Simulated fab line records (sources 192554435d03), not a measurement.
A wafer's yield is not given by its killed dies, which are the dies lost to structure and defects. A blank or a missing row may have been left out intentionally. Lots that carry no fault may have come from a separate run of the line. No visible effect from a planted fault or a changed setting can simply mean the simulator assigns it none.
Which tool did it? + flow n5Finfet + 24 lots, 72 wafers sampled, at 3 steps of a route of 1938

WHAT THE GAUGES READ, wafer by wafer
N5_FIN_CUT_OVL_MEAS_09.
| lot  | measured    | on         | FIN_CUT_OVL (nm) |
|------|-------------|------------|------------------|
| L074 | day 2 03:02 | overlay-01 | 0.1 -0.3 -0.3    |
| L075 | day 2 09:16 | overlay-02 | -1.2 -1.2 -0.5   |
| L076 | day 2 15:50 | overlay-02 | 1.0 -0.4 0.9     |
| L077 | day 2 20:56 | overlay-02 | 0.5 0.5 0.2      |
| L078 | day 3 02:46 | overlay-02 | -0.4 0.0 -0.2    |
| L079 | day 3 08:58 | overlay-01 | -0.2 -0.5 -0.5   |
| L080 | day 3 17:35 | overlay-02 | -1.6 0.4 0.1     |
| L081 | day 3 20:29 | overlay-02 | -0.9 -0.8 -0.6   |
| L082 | day 4 04:47 | overlay-01 | 0.6 0.4 -0.4     |
| L083 | day 4 09:41 | overlay-01 | -0.2 -0.5 -1.2   |
| L084 | day 4 14:44 | overlay-02 | -0.4 0.0 -1.7    |
| L085 | day 4 23:22 | overlay-01 | -0.9 -1.2 -0.8   |
| L086 | day 5 02:57 | overlay-02 | -0.7 1.0 0.7     |
| L087 | day 5 10:46 | overlay-02 | -0.6 -0.4 -1.5   |
| L088 | day 5 14:25 | overlay-02 | -0.3 -0.4 -1.0   |
| L089 | day 5 21:31 | overlay-01 | -0.1 -0.6 -0.7   |
| L090 | day 6 02:46 | overlay-02 | 0.2 0.9 -0.4     |
| L091 | day 6 08:56 | overlay-02 | -0.2 -1.0 0.7    |
| L092 | day 6 15:04 | overlay-01 | 0.9 -0.2 0.3     |
| L093 | day 6 21:23 | overlay-02 | -0.7 -0.7 0.0    |
| L094 | day 7 02:27 | overlay-02 | 0.8 -0.3 -0.1    |
| L095 | day 7 08:34 | overlay-02 | -0.1 -1.0 -1.0   |
| L096 | day 7 14:55 | overlay-01 | -0.5 0.0 -0.7    |
| L097 | day 7 22:14 | overlay-01 | 0.5 -1.0 -1.3    |

TOOL THAT RAN EACH LOT (tool first, then ch and the chambers of the sampled wafers, then the start)
| lot  | N5_FIN_SAQP_RECESS_75            | N5_FIN_SAQP_RECESS_71            |
|------|----------------------------------|----------------------------------|
| L074 | vaporEtch-01 ch 0,1, day 1 23:07 | vaporEtch-01 ch 0,1, day 2 01:20 |
| L075 | vaporEtch-01 ch 0,1, day 2 05:17 | vaporEtch-01 ch 0,1, day 2 07:38 |
| L076 | vaporEtch-02 ch 0,1, day 2 11:41 | vaporEtch-01 ch 0,1, day 2 13:56 |
| L077 | vaporEtch-01 ch 0,1, day 2 16:52 | vaporEtch-02 ch 0, day 2 19:11   |
| L078 | vaporEtch-02 ch 0,1, day 2 22:35 | vaporEtch-01 ch 0,1, day 3 01:03 |
| L079 | vaporEtch-02 ch 0,1, day 3 04:55 | vaporEtch-01 ch 1, day 3 07:05   |
| L080 | vaporEtch-02 ch 0,1, day 3 13:40 | vaporEtch-02 ch 0,1, day 3 15:50 |
| L081 | vaporEtch-02 ch 0,1, day 3 16:23 | vaporEtch-02 ch 0,1, day 3 18:35 |
| L082 | vaporEtch-02 ch 1, day 4 00:51   | vaporEtch-02 ch 0,1, day 4 03:01 |
| L083 | vaporEtch-01 ch 0,1, day 4 05:40 | vaporEtch-01 ch 0,1, day 4 07:58 |
| L084 | vaporEtch-01 ch 0,1, day 4 10:56 | vaporEtch-01 ch 0,1, day 4 13:10 |
| L085 | vaporEtch-01 ch 0,1, day 4 19:12 | vaporEtch-02 ch 0,1, day 4 21:23 |
| L086 | vaporEtch-02 ch 0,1, day 4 23:11 | vaporEtch-02 ch 0,1, day 5 01:22 |
| L087 | vaporEtch-02 ch 1, day 5 06:39   | vaporEtch-01 ch 0,1, day 5 08:53 |
| L088 | vaporEtch-02 ch 0,1, day 5 10:31 | vaporEtch-02 ch 0,1, day 5 12:49 |
| L089 | vaporEtch-01 ch 0,1, day 5 17:14 | vaporEtch-01 ch 0,1, day 5 19:49 |
| L090 | vaporEtch-01 ch 0,1, day 5 22:49 | vaporEtch-02 ch 0,1, day 6 01:02 |
| L091 | vaporEtch-01 ch 0,1, day 6 05:02 | vaporEtch-02 ch 0,1, day 6 07:13 |
| L092 | vaporEtch-01 ch 0,1, day 6 10:55 | vaporEtch-02 ch 0,1, day 6 13:28 |
| L093 | vaporEtch-01 ch 0,1, day 6 16:56 | vaporEtch-02 ch 0,1, day 6 19:39 |
| L094 | vaporEtch-01 ch 0,1, day 6 22:41 | vaporEtch-02 ch 0,1, day 7 00:52 |
| L095 | vaporEtch-01 ch 0,1, day 7 04:28 | vaporEtch-02 ch 0,1, day 7 06:53 |
| L096 | vaporEtch-01 ch 0,1, day 7 11:10 | vaporEtch-01 ch 0,1, day 7 13:22 |
| L097 | vaporEtch-02 ch 0,1, day 7 17:08 | vaporEtch-01 ch 0,1, day 7 20:16 |
- N5_FIN_SAQP_RECESS_75: chemistry HF/NH3, target SiO2, target depth 14.4 nm, afs cycles 3, sublimation time 60 s.
- N5_FIN_SAQP_RECESS_71: chemistry HF/NH3, target SiO2, target depth 3 nm, afs cycles 1, sublimation time 60 s.

AS READ BY THE TOOLS THEMSELVES (means over the sampled wafers that have a number; for cases with no such wafer, the mark the record gives instead)
N5_FIN_SAQP_RECESS_75.
| lot  | tool         | drypumpMotorCurrentA (A) |
|------|--------------|--------------------------|
| L074 | vaporEtch-01 | 5.8                      |
| L075 | vaporEtch-01 | 5.8                      |
| L076 | vaporEtch-02 | 5.0                      |
| L077 | vaporEtch-01 | 5.9                      |
| L078 | vaporEtch-02 | 4.9                      |
| L079 | vaporEtch-02 | 5.1                      |
| L080 | vaporEtch-02 | 4.9                      |
| L081 | vaporEtch-02 | 4.9                      |
| L082 | vaporEtch-02 | 4.7                      |
| L083 | vaporEtch-01 | 5.8                      |
| L084 | vaporEtch-01 | 5.9                      |
| L085 | vaporEtch-01 | 5.9                      |
| L086 | vaporEtch-02 | 5.0                      |
| L087 | vaporEtch-02 | 4.7                      |
| L088 | vaporEtch-02 | 4.9                      |
| L089 | vaporEtch-01 | 5.8                      |
| L090 | vaporEtch-01 | 5.9                      |
| L091 | vaporEtch-01 | 5.8                      |
| L092 | vaporEtch-01 | 5.9                      |
| L093 | vaporEtch-01 | 5.8                      |
| L094 | vaporEtch-01 | 5.8                      |
| L095 | vaporEtch-01 | 5.9                      |
| L096 | vaporEtch-01 | 5.9                      |
| L097 | vaporEtch-02 | 5.0                      |

N5_FIN_SAQP_RECESS_71.
| lot  | tool         | drypumpMotorCurrentA (A) |
|------|--------------|--------------------------|
| L074 | vaporEtch-01 | 5.8                      |
| L075 | vaporEtch-01 | 5.8                      |
| L076 | vaporEtch-01 | 5.8                      |
| L077 | vaporEtch-02 | 5.2                      |
| L078 | vaporEtch-01 | 5.9                      |
| L079 | vaporEtch-01 | 6.1                      |
| L080 | vaporEtch-02 | 4.9                      |
| L081 | vaporEtch-02 | 5.0                      |
| L082 | vaporEtch-02 | 4.9                      |
| L083 | vaporEtch-01 | 5.8                      |
| L084 | vaporEtch-01 | 5.8                      |
| L085 | vaporEtch-02 | 5.0                      |
| L086 | vaporEtch-02 | 5.0                      |
| L087 | vaporEtch-01 | 5.9                      |
| L088 | vaporEtch-02 | 5.0                      |
| L089 | vaporEtch-01 | 5.9                      |
| L090 | vaporEtch-02 | 4.9                      |
| L091 | vaporEtch-02 | 4.9                      |
| L092 | vaporEtch-02 | 4.9                      |
| L093 | vaporEtch-02 | 5.0                      |
| L094 | vaporEtch-02 | 5.0                      |
| L095 | vaporEtch-02 | 4.9                      |
| L096 | vaporEtch-01 | 5.9                      |
| L097 | vaporEtch-01 | 5.8                      |

THE ANSWER, worked out from the rows above alone
Rule: the usual values come from the lots themselves. Put in order of their means at a reading, lots are off if they are a third of the lots or fewer, leave a main group of 4 or more, and stand apart from it by a gap of 3 or more times the standard deviation of the main group's means; of several such gaps the widest counts. A main group is skipped when, at the precision printed for the reading in the tables above, its means are all equal. A lot without any number at a reading at which 4 lots or more have one is off too. The other lots that the step has rows for count as sound. After the gauges, taken in route order, come the tools' own readings; for these a lot's mean is taken, as printed above. The first step at which some lot is off is used, and at that step the reading that is off furthest; a lot without a number counts as furthest.
Nothing can be told from this: no lot is off at any reading shown.

WHAT THE SIMULATOR HAD PUT IN
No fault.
